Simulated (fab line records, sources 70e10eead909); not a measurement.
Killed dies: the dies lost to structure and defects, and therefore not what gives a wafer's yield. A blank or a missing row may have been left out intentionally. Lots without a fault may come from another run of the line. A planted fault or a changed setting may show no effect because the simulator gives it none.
Which tool was responsible? ; flow nand_harc ; 13 lots, 38 wafers sampled, at 5 steps of a route of 1159

## WHAT EACH GAUGE READ, for each wafer
NHARC_P_STI_INSPECT_25. Usual: raw_defect_count reads 236 (standard deviation 77).
lot;measured;on;raw_defect_count;flag
L390;day 3 19:33;defect_inspect-02;204 191 186;
L391;day 4 02:15;defect_inspect-01;382 129 181;
L392;day 4 02:17;defect_inspect-01;195 280 102;
L393;day 4 19:20;defect_inspect-02;285 270 182;
L394;day 4 19:20;defect_inspect-01;233 239 185;
L395;day 5 00:24;defect_inspect-01;181 250 331;
L396;day 5 00:24;defect_inspect-02;303 267 186;
L398;day 5 15:10;defect_inspect-02;156 182 118;
L400;day 6 07:18;defect_inspect-02;312 264 331;
L403;day 7 01:06;defect_inspect-02;218 212 155;
L402;day 7 01:06;defect_inspect-01;245 336 300;
L407;day 8 01:41;defect_inspect-01;133 246;
L408;day 8 08:35;defect_inspect-02;193 350 257;

NHARC_P_GATE_OVL_MEAS_27. Usual: overlay_x_nm 0.4 nm, standard deviation 0.72; overlay_y_nm 0.3 nm, standard deviation 0.87.
lot;measured;on;overlay_x_nm (nm);overlay_y_nm (nm);flag
L390;day 4 20:37;overlay-01;0.8 1.0 1.6;-0.2 0.2 0.3;
L391;day 5 00:10;overlay-01;-0.4 -0.8 -0.4;0.6 0.6 -0.4;
L392;day 5 00:19;overlay-01;-0.3 0.5 -0.3;0.5 0.8 0.3;
L393;day 5 19:21;overlay-01;0.3 0.1 0.7;1.2 0.9 1.2;
L394;day 5 19:06;overlay-02;0.8 1.2 0.6;1.1 1.1 1.3;
L395;day 6 01:03;overlay-01;0.6 1.0 0.6;-0.1 -0.9 -0.2;
L396;day 6 01:32;overlay-01;0.1 0.3 0.4;0.3 0.4 0.9;
L398;day 6 13:07;overlay-01;1.1 1.2 0.9;0.6 0.4 0.7;
L400;day 7 05:50;overlay-01;0.4 0.0 0.1;0.7 0.7 0.9;
L403;day 7 23:16;overlay-02;-0.5 0.0 0.1;-0.8 -0.5 -0.7;
L402;day 7 23:07;overlay-01;-0.7 -0.5 -0.6;0.4 0.0 0.1;
L407;day 9 01:23;overlay-02;0.1 0.1;-0.5 -0.3;
L408;day 9 07:37;overlay-01;0.8 0.3 -0.1;-0.3 0.3 -0.3;

NHARC_END_SORT_01. Usual: killed_at_array 27, standard deviation 8.8; killed_at_other 0.4, standard deviation 0.82; killed_at_periphery 3.1, standard deviation 2.1; killed_dies 31, standard deviation 8.8; killed_open 3.3, standard deviation 2; killed_short 2.0, standard deviation 1.4.
lot;measured;on;killed_at_array;killed_at_other;killed_at_periphery;killed_dies;killed_open;killed_short;flag
L400;day 21 12:00;prober-02;37 27 36;1 1 0;7 6 7;45 34 43;7 3 2;2 0 2;
L402;day 22 03:22;prober-01;27;0;0;27;3;1;
L407;day 23 18:00;prober-02;26 27;0 0;5 1;31 28;8 6;0 1;
L408;day 24 01:49;prober-02;25 27 22;3 0 1;10 3 6;38 30 29;3 2 2;4 0 4;

## EACH LOT AND THE TOOL THAT RAN IT (in order: tool; ch and the chambers of the sampled wafers; start)
lot;NHARC_P_GATE_ETCH_114;NHARC_P_GATE_ETCH_32
L390;rie_diel-13 ch 1,2,3, day 4 21:13 or earlier;rie_si-03 ch 1,2, day 4 21:13
L391;rie_diel-13 ch 0,1,2, day 5 00:56 or earlier;rie_si-02 ch 2,3, day 5 00:56
L392;rie_diel-13 ch 0,1, day 5 01:25 or earlier;rie_si-06 ch 0,1,2, day 5 01:25
L393;rie_diel-13 ch 1,2,3, day 5 20:01 or earlier;rie_si-03 ch 1,2,3, day 5 20:01
L394;rie_diel-13 ch 0,1, day 5 19:40 or earlier;rie_si-06 ch 2,3, day 5 19:40
L395;rie_diel-13 ch 0,3, day 6 01:38 or earlier;rie_si-06 ch 0,2,3, day 6 01:38
L396;rie_diel-09 ch 0,3, day 6 02:05 or earlier;rie_si-03 ch 0,1, day 6 02:05
L398;rie_diel-13 ch 0,1,2, day 6 13:47 or earlier;rie_si-03 ch 1,2,3, day 6 13:47
L400;rie_diel-13 ch 0,1,3, day 7 06:25 or earlier;rie_si-03 ch 0,1,2, day 7 06:25
L403;rie_diel-11 ch 1,2,3, day 7 23:50 or earlier;rie_si-03 ch 0,1,2, day 7 23:50
L402;rie_diel-13 ch 1,2,3, day 7 23:43 or earlier;rie_si-02 ch 1,2,3, day 7 23:43
L407;rie_diel-09 ch 2,3, day 9 02:07 or earlier;rie_si-03 ch 1,2, day 9 02:07
L408;rie_diel-13 ch 0,2, day 9 09:02 or earlier;rie_si-03 ch 0,1,2, day 9 09:02
- NHARC_P_GATE_ETCH_114: etches the open film in CF4/O2, target depth 30 nm, overetch 3 nm, time 16.5 s.
- NHARC_P_GATE_ETCH_32: etches the open film in HBr/Cl2, target depth 150 nm, time 100.1 s.

## WHAT THE TOOLS THEMSELVES READ (means of the sampled wafers that have a number; where no wafer has one, the mark that the record gives instead)
NHARC_P_GATE_ETCH_114. Usual: drypump_motor_current_A 5.7 A, standard deviation 0.45; oes_product_au 1.004 a.u., standard deviation 0.012; rf_vpp_V 197.9 V, standard deviation 0.98; showerhead_plenum_p_Torr 1.34 Torr, standard deviation 0.032; throttle_valve_pct 13.397 %, standard deviation 0.0096.
lot;tool;drypump_motor_current_A (A);oes_product_au (a.u.);rf_vpp_V (V);showerhead_plenum_p_Torr (Torr);throttle_valve_pct (%);flag
L390;rie_diel-13;5.7;1.011;197.8;1.34;13.404;
L391;rie_diel-13;5.9;1.006;198.1;1.35;13.393;
L392;rie_diel-13;5.7;1.005;197.6;1.34;13.399;
L393;rie_diel-13;5.8;1.018;197.7;1.34;13.393;
L394;rie_diel-13;5.9;1.000;197.5;1.34;13.396;
L395;rie_diel-13;5.4;1.013;198.3;1.34;13.397;
L396;rie_diel-09;5.6;0.998;198.2;1.34;13.401;
L398;rie_diel-13;6.0;1.004;198.4;1.35;13.400;
L400;rie_diel-13;5.6;1.006;197.9;1.33;13.407;
L403;rie_diel-11;5.4;0.994;197.4;1.33;13.392;
L402;rie_diel-13;5.8;1.001;197.5;1.34;13.396;
L407;rie_diel-09;5.6;0.993;197.1;1.33;13.401;
L408;rie_diel-13;6.0;1.020;198.3;1.37;13.394;

NHARC_P_GATE_ETCH_32. Usual: drypump_motor_current_A 5.6 A, standard deviation 0.42; mfc_cl2_sccm 50.00 sccm, standard deviation 0.14; oes_product_au 0.996 a.u., standard deviation 0.0081; throttle_valve_pct 26.406 %, standard deviation 0.0092.
lot;tool;drypump_motor_current_A (A);mfc_cl2_sccm (sccm);oes_product_au (a.u.);throttle_valve_pct (%);flag
L390;rie_si-03;5.4;49.94;0.998;26.409;
L391;rie_si-02;5.7;50.04;1.004;26.408;
L392;rie_si-06;5.4;50.03;0.993;26.420;
L393;rie_si-03;5.5;49.89;0.992;26.401;
L394;rie_si-06;5.3;50.13;0.988;26.403;
L395;rie_si-06;5.7;50.07;0.995;26.405;
L396;rie_si-03;5.5;50.01;0.998;26.400;
L398;rie_si-03;5.5;49.87;0.990;26.403;
L400;rie_si-03;5.5;49.98;1.005;26.403;
L403;rie_si-03;5.5;50.06;0.995;26.408;
L402;rie_si-02;5.7;50.16;1.002;26.404;
L407;rie_si-03;5.5;50.06;0.994;26.413;
L408;rie_si-03;5.5;50.01;1.009;26.404;

## THE ANSWER, worked out from the rows above alone
Rule: lot off if the mean of its wafers having a number is beyond 3 standard deviations from the usual mean. A lot without any number at a reading at which 4 lots or more have one is off too. The other lots that the step has rows for count as sound. First the gauges in route order, then the tools' own readings, where a lot's mean is used as printed above. The first step at which some lot is off is used, and at that step the reading that is off furthest; a lot without a number counts as furthest.
No lot is off on any of the readings shown, so nothing can be concluded from this.

## WHAT HAD BEEN PUT IN BY THE SIMULATOR
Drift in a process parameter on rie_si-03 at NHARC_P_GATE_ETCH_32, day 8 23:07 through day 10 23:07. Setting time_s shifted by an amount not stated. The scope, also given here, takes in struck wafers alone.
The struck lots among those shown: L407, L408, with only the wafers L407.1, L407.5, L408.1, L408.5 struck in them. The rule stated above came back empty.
